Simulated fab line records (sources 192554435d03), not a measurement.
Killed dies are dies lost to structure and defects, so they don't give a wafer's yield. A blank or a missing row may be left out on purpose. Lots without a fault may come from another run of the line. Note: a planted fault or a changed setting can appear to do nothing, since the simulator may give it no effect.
Comparing a struck lot with a sound one :: flow n5 finfet :: 15 steps out of a route of 1938
Sound: the wafers L763.2, L763.3, L763.5. Struck: wafer L758.2 (L758.3, L758.6, from the same lot, were not struck and are left out); the cause is given at the end.
At each step with rows: each side's tool, then ch and its chambers, then its first start. Under that, the readings that differ: sound wafers :: struck wafers :: difference of the means :: sigmas: that difference in standard deviations of wafers without a fault.
alike: a reading whose means differ by less than 2 such deviations, as well as words and numbers matching on both sides. not compared: withheld readings; readings where some wafer has no value; bounds like >300 that might hide an equal value; numbers whose values overlap and for which the record gives no deviation.
Wherever a step has rows on one side only, a row that says differs or no value, or a row with sigmas, the two part there. Numbers that don't overlap but have no deviation are shown without sigmas and don't part them. Lack of a reading on every wafer of one side parts them only where that side has two or more wafers.

first, 8 steps without rows for these wafers: N5_HKMG_FIN_COAT_41 (time 60 s, resist thk 300 nm); N5_HKMG_FIN_COAT_42 (time 60 s, resist thk 35 nm); N5_HKMG_FIN_COAT_43 (resist thk 90 nm); N5_HKMG_FIN_EBR_45; N5_HKMG_FIN_SOFTBAKE_44 (time 60 s); N5_HKMG_FIN_EXPOSE_46 (exposes mask NDIPOLE); N5_HKMG_FIN_PEB_47 (peb time 60 s); N5_HKMG_FIN_DEVELOP_48 (develop time 30 s).
N5_HKMG_FIN_CD_MEAS_49: target cd 202 nm.
  sound on cd sem-02 ch 0, day 7 19:50; struck on cd sem-02 ch 0, day 6 14:53
  alike: cd nm
N5_HKMG_FIN_OVL_MEAS_50:
  sound on overlay-02 ch 0, day 7 19:52; struck on overlay-01 ch 0, day 6 14:55
  alike: NDIPOLE_OVL
N5_HKMG_FIN_INSPECT_61: inspects for defects (macro).
  struck on defect inspect-02, day 6 14:57; sound on defect inspect-02, day 7 19:53
  alike: raw defect count
N5_HKMG_FIN_DESCUM_53: chemistry O2, time 7.9 s.
  sound on rie diel-06 ch 1,2,3, day 7 19:55; struck on rie diel-03 ch 0, day 6 14:59
  alike: chamber pressure mTorr, drypump motor current A, oes product au, rf vpp V, showerhead plenum p Torr, throttle valve pct
  not compared: rf hours counter h
N5_HKMG_FIN_ETCH_54: etches SiARC in CF4, target depth 45.5 nm, time 75.8 s.
  sound on rie diel-06 ch 1,2,3, day 7 19:58; struck on rie diel-03 ch 0, day 6 15:01
reading: bias w (W)
sound: 35.90 35.99 35.86
struck: 28.67
difference: -7.25
sigmas: -72

reading: etch rf on time s (s)
sound: 74.5 76.7 74.5
struck: 82.4
difference: +7.2
sigmas: +7

reading: rf vpp V (V)
sound: 184.3 185.1 182.3
struck: 158.7
difference: -25.2
sigmas: -21
  alike: chamber pressure mTorr, drypump motor current A, oes product au, showerhead plenum p Torr, throttle valve pct
  not compared: rf hours counter h
N5_HKMG_FIN_ETCH_55: etches SOC in N2/H2, target depth 240 nm, time 300 s.
  sound on rie diel-06 ch 1,2,3, day 7 20:01; struck on rie diel-03 ch 0, day 6 15:04
reading: chamber pressure mTorr (mTorr)
sound: 30.056 30.026 30.019
struck: 29.975
difference: -0.059
sigmas: -2
  alike: bias w, drypump motor current A, oes product au, rf vpp V, showerhead plenum p Torr, throttle valve pct
  not compared: rf hours counter h
-- a jump in the record: the struck wafers' starts before and after are 5 days apart (it breaks off in module HKMG_FIN and resumes in module BEOL_M4, where the first step shown is number 1111 of the route) --
N5_BEOL_M4_RC_MEAS_101:
  sound on prober-02 ch 0, day 12 20:52; struck on prober-02 ch 0, day 11 11:22
  alike: DIBL_N, DIBL_P, IOFF_N, IOFF_P, ION_N, ION_P, SS_N, SS_P, VT_N, VT_P

## WHERE THEY PART
First at N5_HKMG_FIN_ETCH_54; last, within this record, at N5_HKMG_FIN_ETCH_55. Later steps at which nothing parts them and some readings are alike: N5_BEOL_M4_RC_MEAS_101.

WHY: what had been put in by the simulator
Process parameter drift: rie diel-03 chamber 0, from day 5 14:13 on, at N5_HKMG_FIN_ETCH_54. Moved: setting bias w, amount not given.
